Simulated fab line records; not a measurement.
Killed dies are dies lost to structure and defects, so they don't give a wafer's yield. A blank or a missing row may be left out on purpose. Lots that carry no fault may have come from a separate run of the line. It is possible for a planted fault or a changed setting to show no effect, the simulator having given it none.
The tool behind it: which one? + flow n5Finfet + 12 lots, 33 wafers sampled, at 4 steps of a route of 1938

## WHAT THE GAUGES SHOWED, per wafer
N5_PASSIVATION_CD_MEAS_44: the cd target is 40000 nm.
| lot  | measured     | on       | cdNm (nm)         |
|------|--------------|----------|-------------------|
| L149 | day 12 11:40 | cdSem-03 | 40008 39995 40005 |
| L151 | day 12 13:29 | cdSem-03 | 39986 39994 39990 |
| L152 | day 13 16:11 | cdSem-03 | 40002 40004 39996 |
| L153 | day 13 16:24 | cdSem-03 | 39997 39996 39992 |
| L157 | day 14 16:08 | cdSem-03 | 40004 40003 39993 |
| L160 | day 15 00:41 | cdSem-02 | 39993 39997 39997 |
| L158 | day 15 05:29 | cdSem-03 | 39999 40000 40001 |
| L159 | day 15 01:17 | cdSem-02 | 39993 39990       |
| L161 | day 15 11:22 | cdSem-01 | 39989 39994       |
| L163 | day 15 23:33 | cdSem-01 | 39998 39993 39990 |
| L164 | day 16 05:15 | cdSem-02 | 39998 39993 40002 |
| L171 | day 18 23:02 | cdSem-02 | 39993 39996       |

## WHICH TOOL RAN EACH LOT (tool, then ch and the chambers of the sampled wafers, then the start)
| lot  | N5_BEOL_M5_CVD_47               | N5_PASSIVATION_DESCUM_12          | N5_PASSIVATION_ETCH_15                       |
|------|---------------------------------|-----------------------------------|----------------------------------------------|
| L149 | cvdCo-01 ch 1,2, day 8 09:56    | rieDiel-05 ch 1,2, day 12 06:32   | rieDiel-05 ch 1,2, day 12 11:40 or earlier   |
| L151 | cvdCo-02 ch 0,1, day 8 18:52    | rieDiel-05 ch 0,2,3, day 12 10:10 | rieDiel-05 ch 0,2,3, day 12 13:29 or earlier |
| L152 | cvdCo-02 ch 0,2, day 9 15:22    | rieDiel-06 ch 0,3, day 13 12:44   | rieDiel-06 ch 0,3, day 13 16:11 or earlier   |
| L153 | cvdCo-01 ch 0,1,2, day 9 18:11  | rieDiel-05 ch 0,2,3, day 13 12:00 | rieDiel-05 ch 0,2,3, day 13 16:24 or earlier |
| L157 | cvdCo-02 ch 0,1, day 10 23:02   | rieDiel-05 ch 0,1,2, day 14 12:37 | rieDiel-05 ch 0,1,2, day 14 16:08 or earlier |
| L160 | cvdCo-01 ch 0,2, day 11 04:25   | rieDiel-01 ch 0,1, day 14 21:13   | rieDiel-01 ch 0,1, day 15 00:41 or earlier   |
| L158 | cvdCo-02 ch 0,1, day 11 06:58   | rieDiel-01 ch 0,1,2, day 15 01:48 | rieDiel-01 ch 0,1,2, day 15 05:29 or earlier |
| L159 | cvdCo-02 ch 0,1, day 11 07:44   | rieDiel-05 ch 0,3, day 14 21:56   | rieDiel-05 ch 0,3, day 15 01:17 or earlier   |
| L161 | cvdCo-01 ch 0,1, day 11 13:04   | rieDiel-01 ch 0,1, day 15 08:07   | rieDiel-01 ch 0,1, day 15 11:22 or earlier   |
| L163 | cvdCo-02 ch 0,1,2, day 12 03:32 | rieDiel-01 ch 0,1,2, day 15 19:59 | rieDiel-01 ch 0,1,2, day 15 23:33 or earlier |
| L164 | cvdCo-02 ch 0,1,2, day 12 05:42 | rieDiel-06 ch 1,2,3, day 16 01:28 | rieDiel-06 ch 1,2,3, day 16 05:15 or earlier |
| L171 | cvdCo-01 ch 0,1, day 14 17:50   | rieDiel-01 ch 0,2, day 18 19:25   | rieDiel-01 ch 0,2, day 18 23:02 or earlier   |
- N5_BEOL_M5_CVD_47: deposits Co from CCTBA/H2, target thk 3 nm, time 216 s.
- N5_PASSIVATION_DESCUM_12: chemistry O2, time 7.9 s.
- N5_PASSIVATION_ETCH_15: etches SiCN in CF4/N2, target depth 75 nm, time 81.2 s.

## AS READ BY THE TOOLS THEMSELVES (means over the sampled wafers that have a number; for cases with no such wafer, the mark the record gives instead)
N5_PASSIVATION_DESCUM_12.
| lot  | tool       | drypumpMotorCurrentA (A) | oesProductAu (a.u.) | rfVppV (V) | showerheadPlenumPTorr (Torr) | throttleValvePct (%) |
|------|------------|--------------------------|---------------------|------------|------------------------------|----------------------|
| L149 | rieDiel-05 | 5.4                      | 0.79                | 243.6      | 2.11                         | 20.29                |
| L151 | rieDiel-05 | 5.7                      | 0.74                | 243.7      | 2.11                         | 20.46                |
| L152 | rieDiel-06 | 5.5                      | 0.76                | 242.9      | 2.06                         | 20.41                |
| L153 | rieDiel-05 | 5.7                      | 0.73                | 243.5      | 2.11                         | 20.48                |
| L157 | rieDiel-05 | 5.6                      | 0.77                | 243.8      | 2.12                         | 20.34                |
| L160 | rieDiel-01 | 6.0                      | 0.86                | 244.1      | 2.15                         | 20.65                |
| L158 | rieDiel-01 | 5.8                      | 0.87                | 243.3      | 2.12                         | 20.51                |
| L159 | rieDiel-05 | 5.8                      | 0.82                | 242.9      | 2.11                         | 20.36                |
| L161 | rieDiel-01 | 6.0                      | 0.83                | 243.8      | 2.15                         | 20.64                |
| L163 | rieDiel-01 | 5.8                      | 0.84                | 242.8      | 2.12                         | 20.53                |
| L164 | rieDiel-06 | 5.4                      | 0.78                | 243.1      | 2.07                         | 20.40                |
| L171 | rieDiel-01 | 5.7                      | 0.81                | 242.8      | 2.09                         | 20.47                |

N5_PASSIVATION_ETCH_15.
| lot  | tool       | drypumpMotorCurrentA (A) | mfcArSccm (sccm) | oesProductAu (a.u.) | rfVppV (V) | showerheadPlenumPTorr (Torr) | throttleValvePct (%) |
|------|------------|--------------------------|------------------|---------------------|------------|------------------------------|----------------------|
| L149 | rieDiel-05 | 5.4                      | 100.00           | 0.81                | 382.5      | 2.22                         | 15.30                |
| L151 | rieDiel-05 | 5.7                      | 100.13           | 0.74                | 382.1      | 2.24                         | 15.54                |
| L152 | rieDiel-06 | 5.5                      | 100.07           | 0.77                | 381.4      | 2.18                         | 15.51                |
| L153 | rieDiel-05 | 5.7                      | 100.02           | 0.74                | 383.1      | 2.23                         | 15.56                |
| L157 | rieDiel-05 | 5.6                      | 100.38           | 0.76                | 382.8      | 2.24                         | 15.40                |
| L160 | rieDiel-01 | 6.0                      | 99.90            | 0.87                | 383.8      | 2.24                         | 15.44                |
| L158 | rieDiel-01 | 5.7                      | 99.89            | 0.88                | 382.8      | 2.22                         | 15.33                |
| L159 | rieDiel-05 | 5.8                      | 100.38           | 0.83                | 382.2      | 2.23                         | 15.36                |
| L161 | rieDiel-01 | 6.0                      | 99.89            | 0.85                | 383.5      | 2.24                         | 15.46                |
| L163 | rieDiel-01 | 5.8                      | 100.04           | 0.86                | 382.1      | 2.21                         | 15.34                |
| L164 | rieDiel-06 | 5.4                      | 99.83            | 0.77                | 381.7      | 2.19                         | 15.47                |
| L171 | rieDiel-01 | 5.7                      | 100.27           | 0.81                | 382.6      | 2.19                         | 15.34                |

## THE ANSWER, worked out from the rows above alone
Rule: usual is defined by the lots themselves. The widest of any qualifying gaps counts: lots, ordered by their means at a reading, are off when they make up no more than a third of the lots, leave a main group of 4 or more, and stand apart from it by 3 or more times the standard deviation of that group's means. A main group is skipped when, at the precision printed for the reading in the tables above, its means are all equal. Also off: a lot with no number at a reading for which 4 or more lots have one. Any other lot the step has rows for is counted as sound. Order of review: gauges by route order, followed by the tools' own readings, for which a lot's mean as printed above is used. At the first step where some lot is off, the reading lying furthest off is the one used; lots without a number count as furthest.
Across all readings shown, no lot is off: no conclusion can be drawn from this.

## WHAT WAS PUT IN BY THE SIMULATOR
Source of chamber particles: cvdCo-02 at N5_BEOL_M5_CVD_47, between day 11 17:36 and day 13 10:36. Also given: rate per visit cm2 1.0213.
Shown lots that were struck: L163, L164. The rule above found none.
